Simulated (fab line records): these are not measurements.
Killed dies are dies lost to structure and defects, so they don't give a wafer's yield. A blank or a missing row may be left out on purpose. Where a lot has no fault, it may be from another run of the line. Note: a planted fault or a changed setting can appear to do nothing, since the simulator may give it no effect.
Matching of chambers | flow n5 finfet | ald sin-01 running N5_BEOL_M3_ALD_98: 4 sister chambers
The step deposits SiO2, target thk 2.5 nm, pulse time 1 s, co reactant pulse time 1 s. 20 wafers are shown with their chamber, then 10 later ones without.

## WAFERS WITH THEIR CHAMBER
wafer  | chamber | heater power w (W) | chamber pressure Torr (Torr) | precursor pulse height rel
L074.3 | 2       | 85                 | 1.995                        | 0.986
L074.4 | 1       | 71                 | 1.996                        | 1.015
L074.5 | 3       | 68                 | 2.002                        | 0.994
L076.2 | 1       | 69                 | 2.002                        | 1.017
L076.5 | 2       | 85                 | 1.998                        | 1.008
L076.6 | 3       | 68                 | 1.999                        | 1.036
L080.1 | 1       | 69                 | 2.000                        | 1.015
L080.3 | 0       | 86                 | 2.008                        | 1.023
L080.5 | 3       | 70                 | 1.997                        | 1.023
L083.3 | 1       | 69                 | 1.993                        | 0.986
L083.5 | 1       | 69                 | 1.993                        | 1.022
L083.6 | 0       | 87                 | 2.000                        | 0.997
L084.2 | 2       | 81                 | 2.002                        | 1.008
L084.3 | 3       | 70                 | 2.000                        | 1.007
L084.6 | 3       | 71                 | 2.005                        | 0.982
L089.2 | 1       | 70                 | 2.003                        | 1.016
L089.5 | 1       | 67                 | 2.003                        | 1.026
L089.6 | 2       | 82                 | 1.995                        | 1.006
L088.1 | 0       | 86                 | 2.001                        | 0.963
L088.3 | 2       | 82                 | 2.004                        | 0.989

SIGNATURES (averages over the wafers above)
reading                    | chamber 0 | chamber 1 | chamber 2 | chamber 3 | scatter within a chamber
heater power w             | 86.33     | 69.14     | 83.00     | 69.40     | 1.39
chamber pressure Torr      | 2.00300   | 1.99857   | 1.99880   | 2.00060   | 0.00406
precursor pulse height rel | 0.99433   | 1.01386   | 0.99940   | 1.00840   | 0.018
Rule: a wafer's distance from a chamber is the root of the sum, over the readings, of the square of ((its reading less the chamber's mean) divided by the reading's scatter). The wafer belongs to the nearest chamber; if the next one is less than 2 further off, it can't be placed. The scatter is the square root of a quotient: the sum, over the shown wafers, of each reading's squared deviation from its chamber's mean, divided by wafers minus chambers.

## WAFERS WITHOUT THEIR CHAMBER
wafer  | heater power w (W) | chamber pressure Torr (Torr) | precursor pulse height rel
L088.6 | 86                 | 2.004                        | 0.993
L090.2 | 71                 | 1.997                        | 0.963
L090.5 | 87                 | 1.997                        | 1.007
L090.6 | 70                 | 1.995                        | 0.977
L096.3 | 73                 | 1.992                        | 1.002
L096.5 | 69                 | 1.998                        | 0.998
L096.6 | 84                 | 2.000                        | 1.019
L095.3 | 85                 | 2.000                        | 0.982
L095.4 | 82                 | 1.996                        | 1.019
L095.5 | 73                 | 2.000                        | 0.967

## CHAMBER TAKEN BY EACH
wafer  | from the rows above     | in truth
L088.6 | 0                       | 0
L090.2 | can't be placed: 3 or 1 | 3
L090.5 | can't be placed: 0 or 2 | 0
L090.6 | can't be placed: 3 or 1 | 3
L096.3 | can't be placed: 1 or 3 | 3
L096.5 | can't be placed: 1 or 3 | 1
L096.6 | can't be placed: 2 or 0 | 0
L095.3 | can't be placed: 0 or 2 | 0
L095.4 | 2                       | 2
L095.5 | can't be placed: 3 or 1 | 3
Correctly placed: 2 of 10. Unplaceable from these rows: 8, with the true chamber sitting among the candidates in 8. Placed wrongly: 0.
